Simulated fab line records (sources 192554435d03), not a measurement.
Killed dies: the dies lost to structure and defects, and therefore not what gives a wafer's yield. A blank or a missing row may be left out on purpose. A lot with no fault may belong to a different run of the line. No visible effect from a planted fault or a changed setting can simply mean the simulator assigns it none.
Chamber matching + flow n5 finfet + rie si-03 running N5_FIN_SAQP_MANDREL_ETCH_58: 4 sister chambers
The step etches a-Si in HBr/Cl2, stops on SiNx, target depth 45 nm, bt time 10 s, time 27 s. 20 wafers are shown with their chamber, then 10 later ones without.

## EACH WAFER AND ITS CHAMBER
| wafer  | chamber | throttle valve pct (%) | oes product au (a.u.) | bias w (W) |
|--------|---------|------------------------|-----------------------|------------|
| L074.2 | 3       | 36.00                  | 0.704                 | 75.20      |
| L074.3 | 2       | 35.27                  | 0.691                 | 75.18      |
| L074.4 | 0       | 35.30                  | 0.723                 | 74.68      |
| L079.3 | 2       | 35.27                  | 0.689                 | 75.02      |
| L079.5 | 0       | 35.32                  | 0.701                 | 74.88      |
| L079.6 | 3       | 35.98                  | 0.706                 | 75.19      |
| L080.1 | 0       | 35.33                  | 0.701                 | 75.00      |
| L080.4 | 3       | 35.98                  | 0.694                 | 74.80      |
| L080.5 | 2       | 35.24                  | 0.695                 | 75.21      |
| L081.2 | 2       | 35.26                  | 0.703                 | 75.02      |
| L081.4 | 1       | 35.78                  | 0.719                 | 75.26      |
| L081.6 | 3       | 35.95                  | 0.700                 | 74.48      |
| L085.2 | 3       | 36.01                  | 0.687                 | 75.14      |
| L085.3 | 0       | 35.30                  | 0.707                 | 74.96      |
| L085.6 | 3       | 35.96                  | 0.701                 | 75.13      |
| L086.1 | 1       | 35.80                  | 0.707                 | 75.24      |
| L086.2 | 0       | 35.31                  | 0.718                 | 75.10      |
| L086.4 | 2       | 35.29                  | 0.691                 | 75.05      |
| L088.1 | 2       | 35.29                  | 0.685                 | 74.70      |
| L088.2 | 0       | 35.34                  | 0.699                 | 75.24      |

SIGNATURES (means of the wafers above)
| reading            | chamber 0 | chamber 1 | chamber 2 | chamber 3 | scatter within a chamber |
|--------------------|-----------|-----------|-----------|-----------|--------------------------|
| throttle valve pct | 35.3167   | 35.7900   | 35.2700   | 35.9800   | 0.0193                   |
| oes product au     | 0.70817   | 0.71300   | 0.69233   | 0.69867   | 0.00796                  |
| bias w             | 74.9767   | 75.2500   | 75.0300   | 74.9900   | 0.219                    |
Rule: a wafer's distance from a chamber is the root of the sum, over the readings, of the square of ((its reading less the chamber's mean) divided by the reading's scatter). The wafer belongs to the nearest chamber; if the next one is less than 2 further off, it can't be placed. The scatter: take each reading less its chamber's mean, square it, sum over the shown wafers, divide by the number of wafers less the number of chambers, and take the root.

## WAFERS WITHOUT THEIR CHAMBER
| wafer  | throttle valve pct (%) | oes product au (a.u.) | bias w (W) |
|--------|------------------------|-----------------------|------------|
| L088.4 | 35.80                  | 0.703                 | 74.99      |
| L090.1 | 35.79                  | 0.708                 | 75.04      |
| L090.4 | 35.25                  | 0.696                 | 74.85      |
| L090.6 | 35.25                  | 0.698                 | 75.01      |
| L091.1 | 36.00                  | 0.694                 | 75.25      |
| L091.3 | 35.33                  | 0.703                 | 75.23      |
| L091.4 | 35.26                  | 0.691                 | 74.99      |
| L092.2 | 35.27                  | 0.699                 | 74.98      |
| L092.4 | 35.79                  | 0.712                 | 74.70      |
| L092.6 | 35.97                  | 0.700                 | 74.51      |

## WHICH CHAMBER EACH WENT THROUGH
| wafer  | from the rows above     | in truth |
|--------|-------------------------|----------|
| L088.4 | 1                       | 1        |
| L090.1 | 1                       | 1        |
| L090.4 | 2                       | 2        |
| L090.6 | 2                       | 2        |
| L091.1 | 3                       | 3        |
| L091.3 | 0                       | 0        |
| L091.4 | 2                       | 2        |
| L092.2 | can't be placed: 2 or 0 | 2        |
| L092.4 | 1                       | 1        |
| L092.6 | 3                       | 3        |
9 of 10 placed correctly. Cannot be placed on the basis of these rows: 1; the candidates contain the true chamber in 1. Wrongly placed: 0.
